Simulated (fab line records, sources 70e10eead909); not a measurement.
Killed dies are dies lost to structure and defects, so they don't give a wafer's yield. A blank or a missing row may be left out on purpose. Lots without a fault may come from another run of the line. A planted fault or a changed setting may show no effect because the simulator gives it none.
Which tool did it? | flow nand_harc | 15 lots, 43 wafers sampled, at 6 steps of a route of 1159

WHAT THE GAUGES READ, wafer by wafer
NHARC_A_START_INSPECT_01. Usual: raw_defect_count 3.6, standard deviation 2.1.
lot  | measured     | on                | raw_defect_count | flag
L622 | day 6 15:40  | defect_inspect-01 | 3 3 3            |
L621 | day 6 15:57  | defect_inspect-01 | 4 2 2            |
L623 | day 7 02:05  | defect_inspect-02 | 3 4 7            |
L624 | day 7 03:04  | defect_inspect-02 | 4 3 9            |
L625 | day 7 12:40  | defect_inspect-01 | 3 1 2            |
L630 | day 8 17:20  | defect_inspect-01 | 4 5 6            |
L631 | day 9 10:38  | defect_inspect-02 | 3 3              |
L634 | day 9 13:41  | defect_inspect-02 | 3 7 5            |
L633 | day 9 20:58  | defect_inspect-01 | 4 3              |
L635 | day 9 22:17  | defect_inspect-01 | 1 7 4            |
L636 | day 10 05:22 | defect_inspect-02 | 3 3 1            |
L638 | day 10 21:10 | defect_inspect-02 | 2 2 8            |
L640 | day 11 03:17 | defect_inspect-01 | 4 0 1            |
L642 | day 11 12:33 | defect_inspect-02 | 1 6 2            |
L643 | day 12 01:56 | defect_inspect-02 | 2 2 7            |

NHARC_A_SOURCE_PLATE_INSPECT_08. Usual: raw_defect_count 64, standard deviation 28.
lot  | measured     | on                | raw_defect_count | flag
L622 | day 7 15:24  | defect_inspect-01 | 40 66 69         |
L621 | day 7 15:23  | defect_inspect-01 | 35 73 118        |
L623 | day 8 02:01  | defect_inspect-01 | 86 89 46         |
L624 | day 8 02:00  | defect_inspect-02 | 42 53 70         |
L625 | day 8 11:49  | defect_inspect-02 | 47 79 31         |
L630 | day 9 23:11  | defect_inspect-02 | 100 155 105      |
L631 | day 10 11:24 | defect_inspect-02 | 55 56            |
L634 | day 10 11:23 | defect_inspect-01 | 47 28 37         |
L633 | day 10 20:45 | defect_inspect-01 | 67 84            |
L635 | day 10 20:45 | defect_inspect-02 | 65 88 93         |
L636 | day 11 06:43 | defect_inspect-01 | 47 41 35         |
L638 | day 11 22:16 | defect_inspect-02 | 41 36 82         |
L640 | day 12 02:09 | defect_inspect-02 | 92 119 57        |
L642 | day 12 15:14 | defect_inspect-01 | 78 72 101        |
L643 | day 13 00:35 | defect_inspect-02 | 46 29 50         |

NHARC_A_ONON_D1_THK_MEAS_24: measures by ellipsometry. Usual: thk_nm 1001 nm, standard deviation 8.4.
lot  | measured     | on            | thk_nm (nm)    | flag
L622 | day 8 02:30  | film_metro-01 | 1006 1007 1008 |
L621 | day 8 02:30  | film_metro-02 | 995 993 993    |
L623 | day 8 14:40  | film_metro-01 | 1012 1014 1014 |
L624 | day 8 14:38  | film_metro-02 | 1005 1006 1005 |
L625 | day 9 00:53  | film_metro-01 | 999 997 997    |
L630 | day 10 10:19 | film_metro-01 | 1008 1457 1006 | OFF
L631 | day 10 22:47 | film_metro-01 | 1460 1007      | OFF
L634 | day 10 23:04 | film_metro-01 | 1006 1006 1004 |
L633 | day 11 09:08 | film_metro-02 | 1456 1001      | OFF
L635 | day 11 09:10 | film_metro-01 | 1011 1011 1010 |
L636 | day 11 19:37 | film_metro-02 | 1010 1009 1010 |
L638 | day 12 09:21 | film_metro-02 | 993 992 993    |
L640 | day 12 18:26 | film_metro-02 | 997 997 995    |
L642 | day 13 02:19 | film_metro-01 | 998 997 998    |
L643 | day 13 11:41 | film_metro-01 | 997 998 998    |

NHARC_A_CHANNEL_HOLE_D1_INSPECT_12. Usual: raw_defect_count 6, standard deviation 3.1.
lot  | measured     | on                | raw_defect_count | flag
L622 | day 8 10:59  | defect_inspect-02 | 2 8 7            |
L621 | day 8 09:32  | defect_inspect-01 | 7 4 13           |
L623 | day 8 19:27  | defect_inspect-02 | 6 6 3            |
L624 | day 8 19:17  | defect_inspect-01 | 7 4 8            |
L625 | day 9 07:32  | defect_inspect-02 | 4 10 1           |
L630 | day 10 14:58 | defect_inspect-02 | 10 5             |
L631 | day 11 04:35 | defect_inspect-01 | 1                |
L634 | day 11 06:26 | defect_inspect-01 | 5 3 2            |
L633 | day 11 14:05 | defect_inspect-02 | 10               |
L635 | day 11 14:46 | defect_inspect-02 | 8 5 5            |
L636 | day 12 00:53 | defect_inspect-02 | 9 5 5            |
L638 | day 12 13:50 | defect_inspect-01 | 1 7 4            |
L640 | day 12 22:49 | defect_inspect-02 | 11 10 4          |
L642 | day 13 08:30 | defect_inspect-02 | 12 7 11          |
L643 | day 13 17:04 | defect_inspect-01 | 4 3 3            |

NHARC_END_SORT_01. Usual: killed_at_array 26, standard deviation 11; killed_at_other 0.4, standard deviation 0.78; killed_at_periphery 3.4, standard deviation 2.4; killed_dies 29, standard deviation 11; killed_open 3.1, standard deviation 1.9; killed_short 1.9, standard deviation 1.4.
lot  | measured     | on        | killed_at_array | killed_at_other | killed_at_periphery | killed_dies | killed_open | killed_short | flag
L630 | day 24 08:08 | prober-02 | 16 674 13       | 0 0 1           | 1 3 3               | 17 677 17   | 2 4 2       | 4 1 0        | OFF
L631 | day 24 03:28 | prober-01 | 675 22          | 0 0             | 2 6                 | 677 28      | 3 7         | 1 2          | OFF
L633 | day 24 19:13 | prober-02 | 671 18          | 0 1             | 6 7                 | 677 26      | 10 8        | 2 1          | OFF

WHICH TOOL RAN EACH LOT (tool, then ch and the chambers of the sampled wafers, then the start)
lot  | NHARC_A_ONON_D1_DEP_22
L622 | pecvd_onon-02 ch 0, day 8 02:03
L621 | pecvd_onon-03 ch 0, day 8 01:59
L623 | pecvd_onon-02 ch 0, day 8 14:09
L624 | pecvd_onon-01 ch 0, day 8 14:07
L625 | pecvd_onon-03 ch 0, day 9 00:23
L630 | pecvd_onon-03 ch 0, day 10 09:49
L631 | pecvd_onon-03 ch 0, day 10 22:30
L634 | pecvd_onon-02 ch 0, day 10 22:33
L633 | pecvd_onon-03 ch 0, day 11 08:51
L635 | pecvd_onon-01 ch 0, day 11 08:39
L636 | pecvd_onon-02 ch 0, day 11 19:06
L638 | pecvd_onon-02 ch 0, day 12 08:50
L640 | pecvd_onon-02 ch 0, day 12 17:56
L642 | pecvd_onon-01 ch 0, day 13 01:47
L643 | pecvd_onon-01 ch 0, day 13 11:14
- NHARC_A_ONON_D1_DEP_22: target thk 1000 nm.

WHAT THE TOOLS THEMSELVES READ (means of the sampled wafers that have a number; where no wafer has one, the mark that the record gives instead)
NHARC_A_ONON_D1_DEP_22. Usual: nh3_flow_sccm 500.1 sccm, standard deviation 1.1.
lot  | tool          | nh3_flow_sccm (sccm) | flag
L622 | pecvd_onon-02 | 499.2                |
L621 | pecvd_onon-03 | 499.3                |
L623 | pecvd_onon-02 | 498.3                |
L624 | pecvd_onon-01 | 499.5                |
L625 | pecvd_onon-03 | 500.2                |
L630 | pecvd_onon-03 | 499.9                |
L631 | pecvd_onon-03 | 500.6                |
L634 | pecvd_onon-02 | 500.8                |
L633 | pecvd_onon-03 | 501.0                |
L635 | pecvd_onon-01 | 499.7                |
L636 | pecvd_onon-02 | 500.2                |
L638 | pecvd_onon-02 | 500.5                |
L640 | pecvd_onon-02 | 501.9                |
L642 | pecvd_onon-01 | 500.7                |
L643 | pecvd_onon-01 | 500.0                |

THE ANSWER, worked out from the rows above alone
Rule: a lot is off if the mean of its wafers that have a number lies more than 3 standard deviations from the usual mean. A lot without any number at a reading at which 4 lots or more have one is off too. The other lots that the step has rows for count as sound. The gauges are gone through in route order, then the tools' own readings, and for those a lot's mean is taken as printed above. The first step at which some lot is off is used, and at that step the reading that is off furthest; a lot without a number counts as furthest.
Off: L630, L631, L633, at NHARC_A_ONON_D1_THK_MEAS_24 (thk_nm).
A tool fits if, at a process step before that reading, it ran every lot that is off, and no sound lot after the first of them. The gauges at NHARC_A_ONON_D1_THK_MEAS_24 aren't tried: what is off there is off at NHARC_END_SORT_01 too, on other tools, and a gauge's error can't cause that. One fits: pecvd_onon-03 at NHARC_A_ONON_D1_DEP_22. Its last sound lot is L625 (day 9 00:23), its first lot that is off L630 (day 10 09:49): a fault that began between those two fits.

WHAT THE SIMULATOR HAD PUT IN
Process parameter drift: pecvd_onon-03, from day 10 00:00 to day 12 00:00, at NHARC_A_ONON_D1_DEP_22. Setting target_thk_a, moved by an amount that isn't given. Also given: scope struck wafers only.
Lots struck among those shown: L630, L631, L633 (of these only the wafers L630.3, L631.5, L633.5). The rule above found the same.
